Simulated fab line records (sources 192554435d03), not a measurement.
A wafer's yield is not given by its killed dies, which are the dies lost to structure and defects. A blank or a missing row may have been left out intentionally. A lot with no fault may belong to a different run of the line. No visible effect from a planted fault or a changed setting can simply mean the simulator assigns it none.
fab line records	flow n5Finfet
record: lots: 7	wafers: 21
route steps=1938 shown DUMMY_GATE@228 SD_EPI_N@278 SD_EPI_P@321 SD_ACTIVATION@331
startH: hours from the record's opening day to when the first of the lot's shown wafers began	waitH: hours elapsed since this lot's preceding step	" same as the row above	L1.1+2: a single row standing in for several wafers	- no value, or no start was given	* or withheld: withheld	< > ~ a bound
route shown NAME@n: NAME is a module with steps in the file, n the number in the route of the first one	usual: average and standard deviation across the fault-free wafers	same: alike in all rows	chamber/n: place in a boat	sites: per-site readings	_std_site: their standard deviation	_edge_site: inner sites' mean taken away from outer sites' mean	radiusMm: for every site, how far away it sits from the centre of the wafer	mask NAME#n: copy n	behind: the last tool/chamber to shape the wafer	hold: cause of the lot's hold/its duration in hours/its outcome	device: whichever transistor did not switch (one of n, p or np)	end of line: the tests these same wafers got at the end of their route	step lacking rows: just its recipe	killed: at the first sort, the dies lost to defects and structure; wafer yield is something else	map: a wafer's dies, marking killed ones x, the rest . and places with no die _
set.NAME: the setting as run; set.NAME@STEP: as run at that earlier step	model.NAME: the simulator's own value behind a step, which no gauge read
lots where settings were altered on purpose, with a table for each step and a row for each wafer
== steps ==
step: N5_DUMMY_GATE_EXPOSE_12
recipe: maskId: GATE	na: 0.33	sourceShape: annular	sigmaInner: 0.2	sigmaOuter: 0.6	polarization: unpolarized	targetCdNm: 25	doseMj: 34
lot.wafer	tool	chamber	startH	waitH	mask	set.doseMj
L075.2+6	euvScanner-01	0	51.28	-	GATE#0	35.71
L075.5	"	0	"	"	GATE#0	34
L076.2+6	euvScanner-01	0	62.00	-	GATE#0	34
L076.4	"	0	"	"	GATE#0	33.08
L084.3+4	euvScanner-01	0	107.31	-	GATE#0	34.88
L084.5	"	0	"	"	GATE#0	34
L088.3+5	euvScanner-01	0	130.24	-	GATE#0	36.11
L088.4	"	0	"	"	GATE#0	34
L091.3+6	euvScanner-02	0	148.03	-	GATE#0	31.56
L091.5	"	0	"	"	GATE#0	34
L093.2+3+4	euvScanner-01	0	160.95	-	GATE#0	34
L095.2+3+5	euvScanner-02	0	172.83	-	GATE#0	34
step: N5_DUMMY_GATE_PEB_13
recipe: pebTempC: 100	pebTimeS: 60	resist: CAR-EUV
step: N5_DUMMY_GATE_DEVELOP_14
recipe: developTimeS: 30	developer: TMAH	resist: CAR-EUV	rinseLiquid: surfactantRinse	dry: airSpin	devTempC: 23
step: N5_DUMMY_GATE_CD_MEAS_15
recipe: targetCdNm: 25.8	landingEnergyEv: 500	detector: seInlens
usual: cdNm: 25.04/0.21
lot.wafer	tool	chamber	startH	waitH	set.doseMj@DUMMY_GATE_EXPOSE_12	cdNm
L075.2	cdSem-03	0	51.40	-	35.71	24.19
L075.5	"	0	"	"	34	25.14
L075.6	"	0	"	"	35.71	24.25
L076.2	cdSem-03	0	62.12	-	34	25.38
L076.4	"	0	"	"	33.08	25.28
L076.6	"	0	"	"	34	24.67
L084.3	cdSem-02	0	107.43	-	34.88	24.48
L084.4	"	0	"	"	34.88	24.40
L084.5	"	0	"	"	34	24.83
L088.3	cdSem-03	0	130.36	-	36.11	24.13
L088.4	"	0	"	"	34	25.10
L088.5	"	0	"	"	36.11	23.89
L091.3	cdSem-02	0	148.15	-	31.56	26.31
L091.5	"	0	"	"	34	24.88
L091.6	"	0	"	"	31.56	26.57
L093.2	cdSem-03	0	161.07	-	34	25.02
L093.3	"	0	"	"	34	25.02
L093.4	"	0	"	"	34	24.82
L095.2	cdSem-02	0	172.95	-	34	25.04
L095.3	"	0	"	"	34	25.12
L095.5	"	0	"	"	34	24.95
step: N5_DUMMY_GATE_STRIP_38
recipe: chemistry: N2/H2	tempC: 40	n2FlowSccm: 200	h2FlowSccm: 200	rfFrequencyHz: 6e+07
step: N5_DUMMY_GATE_STRIP_39
recipe: chemistry: N2/H2	tempC: 40	n2FlowSccm: 200	h2FlowSccm: 200	rfFrequencyHz: 6e+07
step: N5_DUMMY_GATE_TRIM_49
recipe: chemistry: O2	resist: SOC	timeS: 29	targetCdNm: 14	sourcePowerW: 300	biasPowerW: 0	O2_flow_sccm: 100	tempC: 20
lot.wafer	tool	chamber	startH	waitH	set.doseMj@DUMMY_GATE_EXPOSE_12	model.DUMMY_GATE.cdNm
L075.2+6	rieSi-03	1	51.78	0.0	35.71	13
L075.5	"	2	"	"	34	14.4
L076.2+6	rieSi-05	3,2	62.48	0.0	34	14
L076.4	"	1	"	"	33.08	14.4
L084.3	rieSi-05	2	107.79	0.0	34.88	13.4
L084.4	"	3	"	"	34.88	13.6
L084.5	"	1	"	"	34	14
L088.3	rieSi-01	0	131.05	0.0	36.11	12.8
L088.4	"	1	"	"	34	14.2
L088.5	"	0	"	"	36.11	13
L091.3	rieSi-01	2	148.50	0.0	31.56	15.2
L091.5	"	1	"	"	34	14
L091.6	"	0	"	"	31.56	15.8
L093.2	rieSi-05	0	161.42	0.0	34	13.6
L093.3	"	1	"	"	34	14.2
L093.4	"	2	"	"	34	14
L095.2	rieSi-01	3	173.33	0.0	34	13.6
L095.3	"	1	"	"	34	14.2
L095.5	"	2	"	"	34	13.8
step: N5_DUMMY_GATE_STRIP_40
recipe: chemistry: CF4	resist: SiARC	powerW: 300	biasPowerW: 75	pressureMtorr: 50	cf4FlowSccm: 150	rfFrequencyHz: 6e+07
step: N5_DUMMY_GATE_CD_MEAS_50
recipe: targetCdNm: 14
usual: cdNm: 14.05/0.27
lot.wafer	tool	chamber	startH	waitH	set.doseMj@DUMMY_GATE_EXPOSE_12	cdNm
L075.2	cdSem-03	-	52.00	0.0	35.71	12.98
L075.5	"	-	"	"	34	14.46
L075.6	"	-	"	"	35.71	12.91
L076.2	cdSem-03	-	62.63	0.0	34	14.23
L076.4	"	-	"	"	33.08	14.69
L076.6	"	-	"	"	34	14.07
L084.3	cdSem-02	-	107.94	0.0	34.88	13.55
L084.4	"	-	"	"	34.88	14.15
L084.5	"	-	"	"	34	14.19
L088.3	cdSem-02	-	131.25	0.0	36.11	12.66
L088.4	"	-	"	"	34	14.35
L088.5	"	-	"	"	36.11	13.24
L091.3	cdSem-03	-	148.66	0.0	31.56	15.29
L091.5	"	-	"	"	34	14.18
L091.6	"	-	"	"	31.56	15.64
L093.2	cdSem-02	-	161.63	0.0	34	13.91
L093.3	"	-	"	"	34	14.25
L093.4	"	-	"	"	34	13.93
L095.2	cdSem-01	-	173.48	0.0	34	13.75
L095.3	"	-	"	"	34	14.59
L095.5	"	-	"	"	34	13.82
step: N5_DUMMY_GATE_ETCH_31
recipe: chemistry: C4F6/O2	target: SiO2	maskMaterial: SOC	targetDepthA: 825	timeS: 27.5	ionEnergyEv: 250	pressureMtorr: 30	sourceW: 345	biasW: 185	Ar_flow_sccm: 300	C4F6_flow_sccm: 10	O2_flow_sccm: 10
step: N5_DUMMY_GATE_STRIP_41
recipe: chemistry: O2	powerW: 400	tempC: 40	pressureMtorr: 30	rfFrequencyHz: 6e+07	biasPowerW: 0	overashFraction: 0.3	o2FlowSccm: 225
step: N5_DUMMY_GATE_ETCH_32
recipe: chemistry: CF4	target: SiO2	targetDepthA: 35	timeS: 3.9	ionEnergyEv: 350	pressureMtorr: 10	icpW: 800	biasW: 400	cf4FlowSccm: 80
step: N5_DUMMY_GATE_ETCH_23
recipe: chemistry: HBr/Cl2/O2	HBr_flow_sccm: 150	Cl2_flow_sccm: 80	O2_flow_sccm: 12	biasW: 102	targetDepthA: 410	timeS: 22.3	target: poly-Si	maskMaterial: SiO2	pressureMtorr: 10	icpW: 800
step: N5_DUMMY_GATE_ETCH_44
recipe: chemistry: HBr/O2	overEtchFrac: 0.7	targetDepthA: 1275	stopOn: SiO2	ionEnergyEv: 60	biasW: 20	target: poly-Si	maskMaterial: SiO2	pressureMtorr: 20	icpW: 400	HBr_flow_sccm: 120	O2_flow_sccm: 10
lot.wafer	tool	chamber	startH	waitH	set.doseMj@DUMMY_GATE_EXPOSE_12	model.DUMMY_GATE.cdNm
L075.2+6	rieSi-05	0,2	52.45	0.0	35.71	13.8
L075.5	"	1	"	"	34	15.4
L076.2+6	rieSi-01	2,1	63.14	0.0	34	15
L076.4	"	0	"	"	33.08	15.4
L084.3	rieSi-01	1	108.41	0.0	34.88	14.6
L084.4	"	2	"	"	34.88	15
L084.5	"	3	"	"	34	15.4
L088.3+5	rieSi-03	1,3	132.16	0.0	36.11	14.2
L088.4	"	2	"	"	34	15.6
L091.3	rieSi-03	1	149.04	0.0	31.56	16.2
L091.5	"	0	"	"	34	15
L091.6	"	1	"	"	31.56	16.6
L093.2	rieSi-05	2	162.01	0.0	34	14.6
L093.3	"	3	"	"	34	15.4
L093.4	"	1	"	"	34	14.8
L095.2	rieSi-01	0	173.87	0.0	34	14.6
L095.3	"	3	"	"	34	15
L095.5	"	2	"	"	34	14.8
step: N5_DUMMY_GATE_CD_MEAS_24
recipe: targetCdNm: 15
usual: cdNm: 15.1/0.33
lot.wafer	tool	chamber	startH	waitH	set.doseMj@DUMMY_GATE_EXPOSE_12	cdNm
L075.2	cdSem-03	-	52.56	0.1	35.71	13.8
L075.5	"	-	"	"	34	15.8
L075.6	"	-	"	"	35.71	14.1
L076.2	cdSem-02	-	63.25	0.1	34	14.9
L076.4	"	-	"	"	33.08	15.4
L076.6	"	-	"	"	34	15.1
L084.3	cdSem-03	-	108.53	0.1	34.88	14.8
L084.4	"	-	"	"	34.88	14.8
L084.5	"	-	"	"	34	15.3
L088.3	cdSem-03	-	132.28	0.1	36.11	14.0
L088.4	"	-	"	"	34	15.6
L088.5	"	-	"	"	36.11	14.1
L091.3	cdSem-03	-	149.16	0.1	31.56	16.0
L091.5	"	-	"	"	34	14.8
L091.6	"	-	"	"	31.56	16.6
L093.2	cdSem-01	-	162.12	0.1	34	14.5
L093.3	"	-	"	"	34	15.2
L093.4	"	-	"	"	34	15.0
L095.2	cdSem-02	-	173.99	0.1	34	14.6
L095.3	"	-	"	"	34	15.2
L095.5	"	-	"	"	34	14.8
step: N5_SD_EPI_N_ETCH_45
recipe: chemistry: CH3F/O2	target: SiOCN	targetDepthA: 60	maskMaterial: SOC	ionEnergyEv: 60	biasW: 29	pressureMtorr: 15	sourceW: 410	Ar_flow_sccm: 150	CH3F_flow_sccm: 30	O2_flow_sccm: 20
lot.wafer	tool	chamber	startH	waitH	set.targetDepthA	model.etch.depthNm
L075.2	rieDiel-06	2	54.48	0.1	60	5.968
L075.5	"	1	"	"	60	5.901
L075.6	"	2	"	"	60	5.953
L076.2	rieDiel-04	3	65.49	0.1	60	6.118
L076.4	"	3	"	"	60	6.03
L076.6	"	0	"	"	60	6.047
L084.3	rieDiel-06	3	110.70	0.1	54.6	5.394
L084.4	"	1	"	"	60	5.919
L084.5	"	0	"	"	54.6	5.481
L088.3	rieDiel-01	1	134.17	0.1	60	6.163
L088.4	"	3	"	"	60	6.036
L088.5	"	2	"	"	62.95	6.325
L091.3	rieDiel-01	3	150.93	0.1	60	5.926
L091.5	"	2	"	"	60	5.99
L091.6	"	3	"	"	60	6.001
L093.2	rieDiel-01	0	163.89	0.1	58.03	5.971
L093.3	"	1	"	"	60	6.072
L093.4	"	2	"	"	60	5.995
L095.2	rieDiel-04	3	176.42	0.1	60	6.06
L095.3	"	1	"	"	60	5.929
L095.5	"	3	"	"	60	6.063
step: N5_SD_EPI_N_EPI_21
recipe: material: Si:P	dopant: P	tempC: 680	pressureTorr: 255	timeS: 690
lot.wafer	tool	chamber	startH	waitH	set.epiGrowthTimeS	model.Si-P_of_SD_EPI_N_EPI_21.thkNm
L075.2	epiRpcvd-02	0	56.21	0.5	690	59.6
L075.5	"	0	57.33	1.5	632.4	55.6
L075.6	"	0	"	"	690	58.6
L076.2	epiRpcvd-02	0	67.20	0.5	761.4	62.8
L076.4	"	0	"	"	690	59.4
L076.6	"	0	"	"	690	59.2
L084.3+5	epiRpcvd-03	0	113.33	1.2	736.2	62.2
L084.4	"	0	"	"	736.2	62
L088.3	epiRpcvd-03	0	136.76	1.2	690	59
L088.4	"	0	"	"	690	60.2
L088.5	"	0	"	"	725.3	61
L091.3	epiRpcvd-02	0	152.65	0.7	690	58.6
L091.5	"	0	"	"	643.1	55.8
L091.6	"	0	"	"	690	58.8
L093.2	epiRpcvd-03	0	165.62	0.5	690	59.4
L093.3+4	"	0	"	"	735.1	62.6
L095.2	epiRpcvd-03	0	177.86	0.4	690	58.2
L095.3	"	0	"	"	690	58.4
L095.5	"	0	"	"	690	59
step: N5_SD_EPI_N_EPI_MEAS_23
recipe: mode: xrd
usual: thkNm: 59.3/1.1
lot.wafer	tool	chamber	startH	waitH	set.epiGrowthTimeS@SD_EPI_N_EPI_21	thkNm
L075.2	filmMetro-01	-	58.12	1.5	690	59.9
L075.5	"	-	"	"	632.4	56.8
L075.6	"	-	"	"	690	58.5
L076.2	filmMetro-02	-	69.10	1.5	761.4	61.8
L076.4	"	-	"	"	690	58.2
L076.6	"	-	"	"	690	56.3
L084.3	filmMetro-02	-	115.37	1.5	736.2	62.4
L084.4	"	-	"	"	736.2	60.9
L084.5	"	-	"	"	736.2	62.9
L088.3	filmMetro-02	-	138.80	1.5	690	57.4
L088.4	"	-	"	"	690	59.4
L088.5	"	-	"	"	725.3	61.3
L091.3	filmMetro-02	-	153.83	0.9	690	60.2
L091.5	"	-	"	"	643.1	54.7
L091.6	"	-	"	"	690	59.2
L093.2	filmMetro-02	-	167.52	1.5	690	60.6
L093.3	"	-	"	"	735.1	64.5
L093.4	"	-	"	"	735.1	62.6
L095.2	filmMetro-01	-	179.30	1.2	690	57.5
L095.3	"	-	"	"	690	58.7
L095.5	"	-	"	"	690	59.1
step: N5_SD_EPI_P_EPI_21
recipe: material: SiGe:B	dopant: B	tempC: 550	pressureTorr: 20	ambient: H2	timeS: 355
lot.wafer	tool	chamber	startH	waitH	set.tempC	model.SiGe-B_of_SD_EPI_P_EPI_21.thkNm
L075.2	epiRpcvd-04	0	61.30	0.6	550	60.8
L075.5	"	0	62.74	2.0	552.5	63.6
L075.6	"	0	"	"	550	61.2
L076.2	epiRpcvd-01	0	72.27	0.6	550	61
L076.4+6	"	0	"	"	549	59.2
L084.3	epiRpcvd-03	0	119.67	1.4	550	60.6
L084.4	"	0	"	"	550	62
L084.5	"	0	"	"	550	61
L088.3+5	epiRpcvd-04	0	142.75	1.4	548.4	59.2
L088.4	"	0	"	"	550	62.2
L091.3+5	epiRpcvd-03	0	158.12	1.1	550	62.2
L091.6	"	0	159.56	2.4	550	62
L093.2	epiRpcvd-03	0	170.51	0.6	547.5	58
L093.3	"	0	"	"	550	60.8
L093.4	"	0	"	"	550	62
L095.2	epiRpcvd-04	0	182.15	0.5	550	61.6
L095.3	"	0	"	"	550	60.8
L095.5	"	0	"	"	550	61.4
step: N5_SD_EPI_P_HM_STRIP_48
recipe: chemistry: H3PO4	tempC: 160	material: SiNx	target: SiNx	targetDepthA: 30	overetchFraction: 0.3
lot.wafer	tool	chamber	startH	waitH	set.tempC@SD_EPI_P_EPI_21	model.SiGe-B_of_SD_EPI_P_EPI_21.thkNm
L075.2	wetBench-06	1	63.78	0.0	550	60.4
L075.5	"	2	"	"	552.5	63.2
L075.6	"	5	"	"	550	60.8
L076.2	wetBench-04	5	74.76	0.0	550	60.8
L076.4+6	"	3,0	"	"	549	59
L084.3	wetBench-04	1	122.32	0.0	550	60.4
L084.4	"	5	"	"	550	61.6
L084.5	"	2	"	"	550	60.6
L088.3+5	wetBench-04	4,7	145.38	0.0	548.4	59
L088.4	"	6	"	"	550	61.8
L091.3+5+6	wetBench-04	4,5,6	160.12	0.0	550	61.8
L093.2	wetBench-02	1	172.99	0.0	547.5	57.8
L093.3	"	5	"	"	550	60.6
L093.4	"	0	"	"	550	61.6
L095.2	wetBench-02	2	184.03	0.0	550	61.2
L095.3	"	7	"	"	550	60.6
L095.5	"	1	"	"	550	61
step: N5_SD_EPI_P_SRD_49
recipe: dry: ipaMarangoni	timeS: 30	tempC: 23	rinseLiquid: diw
step: N5_SD_EPI_P_PRECLEAN_24
recipe: chemistry: O3/DIW	timeS: 45	tempC: 22	o3Ppm: 10
lot.wafer	tool	chamber	startH	waitH	set.tempC@SD_EPI_P_EPI_21	model.SiGe-B_of_SD_EPI_P_EPI_21.thkNm
L075.2	wetBench-06	1	63.85	0.0	550	60.2
L075.5	"	2	"	"	552.5	63.2
L075.6	"	5	"	"	550	60.6
L076.2	wetBench-04	5	74.83	0.0	550	60.6
L076.4+6	"	3,0	"	"	549	58.8
L084.3	wetBench-04	1	122.39	0.0	550	60.2
L084.4	"	5	"	"	550	61.6
L084.5	"	2	"	"	550	60.6
L088.3+5	wetBench-04	4,7	145.45	0.0	548.4	58.8
L088.4	"	6	"	"	550	61.6
L091.3+6	wetBench-04	4,6	160.19	0.0	550	61.6
L091.5	"	5	"	"	550	61.8
L093.2	wetBench-02	1	173.05	0.0	547.5	57.6
L093.3	"	5	"	"	550	60.4
L093.4	"	0	"	"	550	61.6
L095.2	wetBench-02	2	184.10	0.0	550	61.2
L095.3	"	7	"	"	550	60.4
L095.5	"	1	"	"	550	61
step: N5_SD_ACTIVATION_LSA_01
recipe: tempC: 1080	timeS: 0.0008	ambient: N2
usual: wafer_temp_C_max: 1084.7/1.3
lot.wafer	tool	chamber	startH	waitH	set.tempC	wafer_temp_C_max
L075.2	laserAnneal-01	0	64.40	0.2	1080	1083.2
L075.5	"	0	"	"	1080	1082.7
L075.6	"	0	"	"	1108	1112.2
L076.2	laserAnneal-02	0	75.21	0.2	1080	1084.3
L076.4	"	0	"	"	1080	1088.8
L076.6	"	0	"	"	1068	1074.7
L084.3	laserAnneal-02	0	122.74	0.2	1080	1088.8
L084.4	"	0	"	"	1080	1084.7
L084.5	"	0	"	"	1080	1085.7
L088.3	laserAnneal-02	0	145.81	0.2	1065	1070.7
L088.4	"	0	"	"	1080	1085.9
L088.5	"	0	"	"	1080	1086.5
L091.3	laserAnneal-01	0	160.56	0.2	1093	1097.5
L091.5	"	0	"	"	1080	1084.2
L091.6	"	0	"	"	1093	1098.7
L093.2	laserAnneal-01	0	173.39	0.2	1091	1096.0
L093.3	"	0	"	"	1091	1096.6
L093.4	"	0	"	"	1080	1083.4
L095.2	laserAnneal-01	0	184.55	0.2	1080	1083.6
L095.3	"	0	"	"	1080	1083.3
L095.5	"	0	"	"	1080	1085.0
step: N5_SD_ACTIVATION_RS_MEAS_03
recipe: thkMeasGauge: four-point-probe
usual: RS_SD_N: 21.79/0.27	RS_SD_P: 55.7/0.83
lot.wafer	tool	chamber	startH	waitH	set.tempC@SD_EPI_P_EPI_21	set.tempC@SD_ACTIVATION_LSA_01	RS_SD_N[ohm/sq]	RS_SD_P[ohm/sq]
L075.2	filmMetro-02	-	64.59	0.2	550	1080	21.72	55.8
L075.5	"	-	"	"	552.5	1080	23.31	52.6
L075.6	"	-	"	"	550	1108	19.10	54.4
L076.2	filmMetro-01	-	75.41	0.2	550	1080	20.56	56.5
L076.4	"	-	"	"	549	1080	21.72	58.4
L076.6	"	-	"	"	549	1068	23.07	58.8
L084.3	filmMetro-02	-	122.93	0.2	550	1080	20.66	56.3
L084.4	"	-	"	"	550	1080	20.58	55.0
L084.5	"	-	"	"	550	1080	20.69	56.5
L088.3	filmMetro-01	-	145.99	0.2	548.4	1065	23.41	57.6
L088.4	"	-	"	"	550	1080	21.41	55.2
L088.5	"	-	"	"	548.4	1080	21.32	57.8
L091.3	filmMetro-02	-	160.74	0.2	550	1093	20.68	54.3
L091.5	"	-	"	"	550	1080	23.09	54.8
L091.6	"	-	"	"	550	1093	20.61	54.8
L093.2	filmMetro-01	-	173.59	0.2	547.5	1091	20.38	60.4
L093.3	"	-	"	"	550	1091	19.48	56.7
L093.4	"	-	"	"	550	1080	20.66	55.6
L095.2	filmMetro-02	-	184.76	0.2	550	1080	22.09	56.2
L095.3	"	-	"	"	550	1080	21.93	56.8
L095.5	"	-	"	"	550	1080	21.87	56.6
== key ==
split: step: N5_DUMMY_GATE_EXPOSE_12	setting: doseMj	stated: 34	by: wafer
response: step: N5_DUMMY_GATE_CD_MEAS_15	reading: cdNm	change: -0.188	per: 1%	r: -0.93
response: step: N5_DUMMY_GATE_TRIM_49	reading: model.DUMMY_GATE.cdNm	change: -0.218	per: 1%	r: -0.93
response: step: N5_DUMMY_GATE_CD_MEAS_50	reading: cdNm	change: -0.215	per: 1%	r: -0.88
response: step: N5_DUMMY_GATE_ETCH_44	reading: model.DUMMY_GATE.cdNm	change: -0.227	per: 1%	r: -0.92
response: step: N5_DUMMY_GATE_CD_MEAS_24	reading: cdNm	change: -0.245	per: 1%	r: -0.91
split: step: N5_SD_EPI_N_ETCH_45	setting: targetDepthA	stated: 60	by: wafer
response: step: N5_SD_EPI_N_ETCH_45	reading: model.etch.depthNm	change: +0.0487	per: 1%	r: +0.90
split: step: N5_SD_EPI_N_EPI_21	setting: epiGrowthTimeS	stated: 690	by: wafer
response: step: N5_SD_EPI_N_EPI_21	reading: model.Si-P_of_SD_EPI_N_EPI_21.thkNm	change: +0.388	per: 1%	r: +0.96
response: step: N5_SD_EPI_N_EPI_MEAS_23	reading: thkNm	change: *	per: 1%	r: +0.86
split: step: N5_SD_EPI_P_EPI_21	setting: tempC	stated: 550	by: wafer
response: step: N5_SD_EPI_P_EPI_21	reading: model.SiGe-B_of_SD_EPI_P_EPI_21.thkNm	change: +7.4	per: 1%	r: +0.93
response: step: N5_SD_EPI_P_HM_STRIP_48	reading: model.SiGe-B_of_SD_EPI_P_EPI_21.thkNm	change: +7.2	per: 1%	r: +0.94
response: step: N5_SD_EPI_P_PRECLEAN_24	reading: model.SiGe-B_of_SD_EPI_P_EPI_21.thkNm	change: +7.46	per: 1%	r: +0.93
response: step: N5_SD_ACTIVATION_RS_MEAS_03	reading: RS_SD_P	change: -7.86	per: 1%	r: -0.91
split: step: N5_SD_ACTIVATION_LSA_01	setting: tempC	stated: 1080	by: wafer
response: step: N5_SD_ACTIVATION_LSA_01	reading: wafer_temp_C_max	change: *	per: 1%	r: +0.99
response: step: N5_SD_ACTIVATION_RS_MEAS_03	reading: RS_SD_N	change: -1.42	per: 1%	r: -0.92
